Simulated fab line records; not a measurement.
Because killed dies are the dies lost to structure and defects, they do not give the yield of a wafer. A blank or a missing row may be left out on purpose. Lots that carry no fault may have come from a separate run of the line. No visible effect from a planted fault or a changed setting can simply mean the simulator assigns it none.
fab line records	flow n5_finfet
record: lots: 7	wafers: 39
route steps=1938 shown FIN_SAQP@102 DUMMY_GATE@214 HKMG_FIN@448 BEOL_M5@1112
start_h: the number of hours between the record's first day and the start of the first shown wafer of the lot	wait_h: hours since the lot's step before	" repeats the value in the row above	L1.1+2: one row covering several wafers at once	- either no value or no given start	* or withheld: withheld	< > ~ a bound
route shown NAME@n: NAME is a module with steps in the file, n the number in the route of the first one	usual: average and standard deviation across the fault-free wafers	same: alike in all rows	chamber/n: place in a boat	sites: each site's reading	_std_site: the values' standard deviation	_edge_site: the outer-site mean with the inner-site mean subtracted	radius_mm: for every site, how far away it sits from the centre of the wafer	mask NAME#n: copy n	behind: tool/chamber where the wafer was last shaped	hold: reason for holding the lot/hours on hold/outcome of the hold	device: names the non-switching transistor (n, p or np)	end of line: the route-end tests of the same wafers	step lacking rows: just its recipe	killed: dies lost to structure and defects at the first sort, not the wafer's yield	map: a wafer's dies, marking killed ones x, the rest . and places with no die _
set.NAME: setting as actually run; set.NAME@STEP: the setting as run at that earlier step	model.NAME: the simulator's own value behind a step, which no gauge read
lots where settings were altered on purpose, with a table for each step and a row for each wafer
== steps ==
step: N5_FIN_SAQP_HM_DEP_72
recipe: material: SiO2	target_thk_a: 120	temp_c: 400	precursor: SiH4/N2O	pressure_torr: 0.75	rf_w: 275	time_s: 7.2
lot.wafer	tool	chamber	start_h	wait_h	set.target_thk_a	model.SiO2_of_FIN_SAQP_HM_DEP_72.thk_nm
L077.1	pecvd-02	0	39.25	0.0	120	12.04
L077.2	"	1	"	"	120	12.08
L077.3	"	2	"	"	120	11.73
L077.4+5	"	0,1	"	"	120	12.23
L077.6	"	2	"	"	120	12.17
L080.1	pecvd-01	2	59.93	0.0	120	11.99
L080.2	"	0	"	"	53.12	5.411
L080.3	"	1	"	"	120	11.83
L080.4	"	2	"	"	53.12	5.422
L080.5	"	0	"	"	120	12.21
L080.6	"	1	"	"	53.12	5.287
L082.1	pecvd-02	2	71.07	0.0	174.4	17.71
L082.2	"	1	"	"	120	12.18
L082.3	"	0	"	"	174.4	17.95
L082.4	"	2	"	"	174.4	17.89
L082.5	"	0	"	"	120	12.56
L082.6	"	1	"	"	120	12.43
L086.1	pecvd-01	1	94.60	0.0	120	11.72
L086.2	"	2	"	"	54.12	5.165
L086.3	"	0	"	"	54.12	5.26
L086.4	"	1	"	"	120	11.65
L086.5	"	0	"	"	54.12	5.325
L086.6	"	2	"	"	120	11.98
L089.1	pecvd-04	2	111.35	0.0	120	12.18
L089.2	"	1	"	"	120	11.86
L089.3	"	0	"	"	120	12.15
L091.1	pecvd-01	1	123.42	0.0	120	11.75
L091.2	"	0	"	"	120	11.7
L091.3	"	0	"	"	120	11.96
L091.4	"	1	"	"	169.6	16.92
L091.5	"	0	"	"	169.6	16.83
L091.6	"	1	"	"	169.6	16.88
L096.1	pecvd-01	1	153.00	0.0	49.88	5.178
L096.2	"	2	"	"	49.88	4.674
L096.3	"	0	"	"	120	11.87
L096.4	"	1	"	"	120	12.14
L096.5	"	2	"	"	49.88	4.859
L096.6	"	0	"	"	120	11.9
step: N5_FIN_SAQP_COAT_49
recipe: resist: SOC	temp_c: 250	time_s: 60	spin_rpm: 1500	resist_thk_nm: 100
step: N5_FIN_SAQP_COAT_50
recipe: resist: SiARC	temp_c: 220	time_s: 60	spin_rpm: 1500	resist_thk_nm: 35
step: N5_FIN_SAQP_ETCH_52
recipe: chemistry: N2/H2	target: SOC	target_depth_a: 1000	overetch_a: 200	mask_material: SiARC	temp_c: 40	time_s: 150	ion_energy_ev: 200	pressure_mtorr: 30	source_w: 840	bias_w: 150	n2_flow_sccm: 200	h2_flow_sccm: 200	ends: end_point
step: N5_FIN_SAQP_STRIP_53
recipe: chemistry: N2/H2	temp_c: 40	n2_flow_sccm: 200	h2_flow_sccm: 200	rf_frequency_hz: 6e+07
step: N5_FIN_SAQP_HM_OPEN_73
recipe: chemistry: CHF3/O2	target: SiO2	stop_on: a-Si	target_depth_a: 120	over_etch_frac: 1.8	mask_material: SOC	time_s: 16.8	pressure_mtorr: 30	source_w: 650	bias_w: 170	Ar_flow_sccm: 200	CHF3_flow_sccm: 50	O2_flow_sccm: 5	ion_energy_ev: 200	ends: end_point
lot.wafer	tool	chamber	start_h	wait_h	set.target_thk_a@FIN_SAQP_HM_DEP_72	model.etch.depth_nm
L077.1	rie_diel-04	0	39.87	0.0	120	12.04
L077.2	"	2	"	"	120	12.08
L077.3	"	3	"	"	120	11.73
L077.4+5	"	1	"	"	120	12.23
L077.6	"	0	"	"	120	12.17
L080.1	rie_diel-04	1	61.05	0.0	120	11.99
L080.2	"	0	"	"	53.12	5.411
L080.3	"	2	"	"	120	11.83
L080.4	"	2	"	"	53.12	5.422
L080.5	"	1	"	"	120	12.21
L080.6	"	0	"	"	53.12	5.287
L082.1	rie_diel-05	2	71.82	0.0	174.4	17.71
L082.2	"	1	"	"	120	12.18
L082.3	"	3	"	"	174.4	17.95
L082.4	"	0	"	"	174.4	17.89
L082.5	"	0	"	"	120	12.56
L082.6	"	1	"	"	120	12.43
L086.1	rie_diel-04	0	95.22	0.0	120	11.72
L086.2	"	3	"	"	54.12	5.165
L086.3	"	1	"	"	54.12	5.26
L086.4	"	2	"	"	120	11.65
L086.5	"	0	"	"	54.12	5.325
L086.6	"	1	"	"	120	11.98
L089.1	rie_diel-06	3	112.09	0.0	120	12.18
L089.2	"	1	"	"	120	11.86
L089.3	"	2	"	"	120	12.15
L091.1	rie_diel-04	3	124.18	0.0	120	11.75
L091.2	"	2	"	"	120	11.7
L091.3	"	1	"	"	120	11.96
L091.4	"	0	"	"	169.6	16.92
L091.5	"	0	"	"	169.6	16.83
L091.6	"	3	"	"	169.6	16.88
L096.1	rie_diel-06	0	153.74	0.0	49.88	5.178
L096.2	"	1	"	"	49.88	4.674
L096.3	"	2	"	"	120	11.87
L096.4	"	3	"	"	120	12.14
L096.5	"	1	"	"	49.88	4.859
L096.6	"	0	"	"	120	11.9
step: N5_DUMMY_GATE_ALD_02
recipe: material: SiO2	target_thk_a: 20	temp_c: 300	ald_precursor_family: BDEAS	ald_co_reactant: O2-plasma	pulse_time_s: 1	pressure_torr: 2
lot.wafer	tool	chamber	start_h	wait_h	set.target_thk_a	model.SiO2_of_DUMMY_GATE_ALD_02.thk_nm
L077.1+2+3	ald_sin-03	1,0,3	55.67	0.0	20	2
L077.4+5+6	"	2,1,0	"	"	13.46	1.4
L080.1+3+6	ald_sin-02	1,2,1	75.43	0.0	20	2
L080.2+4+5	"	3,0,0	"	"	11.99	1.2
L082.1+3+6	ald_sin-04	2,0,1	87.03	0.1	13.64	1.4
L082.2+4+5	"	3,1,0	"	"	20	2
L086.1+2+3+4+5+6	ald_sin-02	0,2,1,3,2,1	111.36	0.0	20	2
L089.1+2+3	ald_sin-03	0,1,2	126.93	0.0	20	2
L091.1+3+6	ald_sin-02	2,0,2	139.26	0.5	26.77	2.6
L091.2+4+5	"	3,0,3	"	"	20	2
L096.1+2+3+4+5+6	ald_sin-04	3,0,2,1,2,3	170.26	0.0	20	2
step: N5_HKMG_FIN_NWFM_ALD_20
recipe: material: TiAlC	target_thk_a: 20	temp_c: 300	ald_precursor_family: TiCl4	ald_co_reactant: TEA	pulse_time_s: 3	purge_time_s: 2	co_reactant_purge_time_s: 2	co_reactant_pulse_time_s: 10	ald_cycles: 7	pressure_torr: 3
lot.wafer	tool	chamber	start_h	wait_h	set.ald_cycles	model.TiAlC_of_HKMG_FIN_NWFM_ALD_20.thk_nm
L077.1+2+5	ald_metal-01	2,1,1	94.70	0.3	7	2
L077.3+4+6	"	3,0,0	"	"	8	2.2
L080.1+2+6	ald_metal-04	3,1,0	115.09	0.3	3	0.8
L080.3+4+5	"	0,3,1	"	"	7	2
L082.1+4+6	ald_metal-03	2,0,0	129.15	0.3	8	2.2
L082.2+3+5	"	1,3,1	"	"	7	2
L086.1+5+6	ald_metal-01	1,2,1	149.80	0.3	7	2
L086.2+3+4	"	3,2,0	"	"	9	2.6
L089.1+2+3	ald_metal-04	3,2,1	170.01	0.3	7	2
L091.1+2+6	ald_metal-01	1,0,2	180.71	0.3	7	2
L091.3+4+5	"	2,3,1	"	"	4	1.2
L096.1+5+6	ald_metal-01	0,3,2	212.33	0.3	11	3.2
L096.2+3+4	"	1,2,3	"	"	7	2
step: N5_BEOL_M5_ILD_DEP_00
recipe: material: SiCOH_lowk	target_thk_a: 1406.4	temp_c: 300	precursor: DEMS/porogen	pressure_torr: 5	rf_w: 500	time_s: 25.9
lot.wafer	tool	chamber	start_h	wait_h	set.target_thk_a	model.SiCOH_lowk_of_BEOL_M5_ILD_DEP_00.thk_nm
L077.1	pecvd-03	2	186.72	0.8	573.8	59.6
L077.2	"	0	"	"	1406.4	141.2
L077.3	"	1	"	"	573.8	59.8
L077.4	"	2	"	"	1406.4	143.4
L077.5	"	0	"	"	1406.4	143.8
L077.6	"	1	"	"	573.8	62.2
L080.1	pecvd-02	2	200.89	0.8	1406.4	137.8
L080.2	"	1	"	"	1406.4	141.4
L080.3+4	"	0,2	"	"	1406.4	139.6
L080.5	"	0	"	"	1406.4	140.8
L080.6	"	1	"	"	1406.4	143.2
L082.1	pecvd-04	2	217.01	0.8	1716	171.6
L082.2	"	1	"	"	1406.4	140.8
L082.3	"	2	"	"	1716	174.4
L082.4	"	1	"	"	1716	173.6
L082.5	"	1	"	"	1406.4	142.6
L082.6	"	2	"	"	1406.4	144.8
L086.1	pecvd-03	1	238.06	0.8	769.2	77.6
L086.2	"	0	"	"	1406.4	139.8
L086.3	"	2	"	"	1406.4	142.2
L086.4	"	1	"	"	1406.4	142.6
L086.5	"	2	"	"	769.2	80.2
L086.6	"	0	"	"	769.2	75.6
L089.1	pecvd-02	1	267.58	0.8	1406.4	140
L089.2	"	0	"	"	1406.4	139.4
L089.3	"	2	"	"	1406.4	140.4
L091.1	pecvd-02	1	277.90	0.8	1707	171.2
L091.2	"	0	"	"	1406.4	141.4
L091.3	"	2	"	"	1707	168
L091.4	"	0	"	"	1406.4	143
L091.5	"	2	"	"	1707	171
L091.6	"	1	"	"	1406.4	143.8
L096.1	pecvd-03	0	320.84	0.8	1406.4	138.2
L096.2	"	2	"	"	1796	180.6
L096.3	"	1	"	"	1406.4	141.4
L096.4	"	2	"	"	1406.4	143.4
L096.5	"	0	"	"	1796	180
L096.6	"	1	"	"	1796	183.4
step: N5_BEOL_M5_CURE_79
recipe: temp_c: 385	time_s: 240	ambient: He/Ar	material: SiCOH_lowk
lot.wafer	tool	chamber	start_h	wait_h	set.target_thk_a@BEOL_M5_ILD_DEP_00	model.SiCOH_lowk_of_BEOL_M5_ILD_DEP_00.thk_nm
L077.1	uv_cure-01	1	186.78	0.0	573.8	51
L077.2	"	1	"	"	1406.4	121.4
L077.3	"	1	"	"	573.8	51.2
L077.4	"	1	"	"	1406.4	123.4
L077.5	"	1	"	"	1406.4	123.6
L077.6	"	1	"	"	573.8	53.4
L080.1	uv_cure-02	1	200.95	0.0	1406.4	118.4
L080.2	"	1	"	"	1406.4	121.6
L080.3+4	"	1	"	"	1406.4	120
L080.5	"	1	"	"	1406.4	121.2
L080.6	"	1	"	"	1406.4	123.2
L082.1	uv_cure-01	1	217.09	0.1	1716	147.8
L082.2	"	1	"	"	1406.4	121.2
L082.3	"	1	"	"	1716	150.4
L082.4	"	1	"	"	1716	149.6
L082.5	"	1	"	"	1406.4	122.6
L082.6	"	1	"	"	1406.4	124.6
L086.1	uv_cure-03	0	238.12	0.0	769.2	66.4
L086.2	"	0	"	"	1406.4	120.2
L086.3	"	0	"	"	1406.4	122.4
L086.4	"	0	"	"	1406.4	122.6
L086.5	"	0	"	"	769.2	68.8
L086.6	"	0	"	"	769.2	64.8
L089.1	uv_cure-01	2	267.64	0.0	1406.4	120.6
L089.2	"	2	"	"	1406.4	120
L089.3	"	2	"	"	1406.4	120.8
L091.1+5	uv_cure-02	0	277.96	0.0	1707	147.4
L091.2	"	0	"	"	1406.4	121.6
L091.3	"	0	"	"	1707	144.8
L091.4	"	0	"	"	1406.4	123
L091.6	"	0	"	"	1406.4	123.6
L096.1	uv_cure-01	0	320.90	0.0	1406.4	119
L096.2	"	0	"	"	1796	155.8
L096.3	"	0	"	"	1406.4	121.6
L096.4	"	0	"	"	1406.4	123.4
L096.5	"	0	"	"	1796	155.2
L096.6	"	0	"	"	1796	158.2
step: N5_BEOL_M5_THK_MEAS_01
recipe: reads: SiCOH_lowk_of_BEOL_M5_ILD_DEP_00
usual: M5_ILD_THK: 121.8/1.8
lot.wafer	tool	chamber	start_h	wait_h	set.target_thk_a@BEOL_M5_ILD_DEP_00	M5_ILD_THK[nm]
L077.1	film_metro-02	-	187.29	0.4	573.8	51.0
L077.2	"	-	"	"	1406.4	121.4
L077.3	"	-	"	"	573.8	51.1
L077.4	"	-	"	"	1406.4	123.5
L077.5	"	-	"	"	1406.4	123.6
L077.6	"	-	"	"	573.8	53.3
L080.1	film_metro-01	-	201.47	0.4	1406.4	118.5
L080.2	"	-	"	"	1406.4	121.7
L080.3	"	-	"	"	1406.4	120.2
L080.4	"	-	"	"	1406.4	120.0
L080.5	"	-	"	"	1406.4	121.1
L080.6	"	-	"	"	1406.4	123.2
L082.1	film_metro-01	-	217.60	0.4	1716	147.9
L082.2	"	-	"	"	1406.4	121.1
L082.3	"	-	"	"	1716	150.5
L082.4	"	-	"	"	1716	149.7
L082.5	"	-	"	"	1406.4	122.6
L082.6	"	-	"	"	1406.4	124.7
L086.1	film_metro-01	-	238.63	0.4	769.2	66.4
L086.2	"	-	"	"	1406.4	120.1
L086.3	"	-	"	"	1406.4	122.2
L086.4	"	-	"	"	1406.4	122.7
L086.5	"	-	"	"	769.2	68.8
L086.6	"	-	"	"	769.2	64.8
L089.1	film_metro-02	-	268.15	0.4	1406.4	120.5
L089.2	"	-	"	"	1406.4	119.9
L089.3	"	-	"	"	1406.4	120.8
L091.1	film_metro-02	-	278.47	0.4	1707	147.4
L091.2	"	-	"	"	1406.4	121.7
L091.3	"	-	"	"	1707	144.8
L091.4	"	-	"	"	1406.4	123.0
L091.5	"	-	"	"	1707	147.3
L091.6	"	-	"	"	1406.4	123.7
L096.1	film_metro-02	-	321.41	0.4	1406.4	118.9
L096.2	"	-	"	"	1796	155.7
L096.3	"	-	"	"	1406.4	121.8
L096.4	"	-	"	"	1406.4	123.5
L096.5	"	-	"	"	1796	155.3
L096.6	"	-	"	"	1796	158.3
== key ==
split: step: N5_FIN_SAQP_HM_DEP_72	setting: target_thk_a	stated: 120	by: wafer
response: step: N5_FIN_SAQP_HM_DEP_72	reading: model.SiO2_of_FIN_SAQP_HM_DEP_72.thk_nm	change: +0.12	per: 1%	r: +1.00
response: step: N5_FIN_SAQP_HM_OPEN_73	reading: model.etch.depth_nm	change: +0.12	per: 1%	r: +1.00
split: step: N5_DUMMY_GATE_ALD_02	setting: target_thk_a	stated: 20	by: wafer
response: step: N5_DUMMY_GATE_ALD_02	reading: model.SiO2_of_DUMMY_GATE_ALD_02.thk_nm	change: +0.0188	per: 1%	r: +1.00
split: step: N5_HKMG_FIN_NWFM_ALD_20	setting: ald_cycles	stated: 7	by: wafer
response: step: N5_HKMG_FIN_NWFM_ALD_20	reading: model.TiAlC_of_HKMG_FIN_NWFM_ALD_20.thk_nm	change: +0.0203	per: 1%	r: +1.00
split: step: N5_BEOL_M5_ILD_DEP_00	setting: target_thk_a	stated: 1406.4	by: wafer
response: step: N5_BEOL_M5_ILD_DEP_00	reading: model.SiCOH_lowk_of_BEOL_M5_ILD_DEP_00.thk_nm	change: +1.39	per: 1%	r: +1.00
response: step: N5_BEOL_M5_CURE_79	reading: model.SiCOH_lowk_of_BEOL_M5_ILD_DEP_00.thk_nm	change: +1.21	per: 1%	r: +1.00
response: step: N5_BEOL_M5_THK_MEAS_01	reading: M5_ILD_THK	change: +1.21	per: 1%	r: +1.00
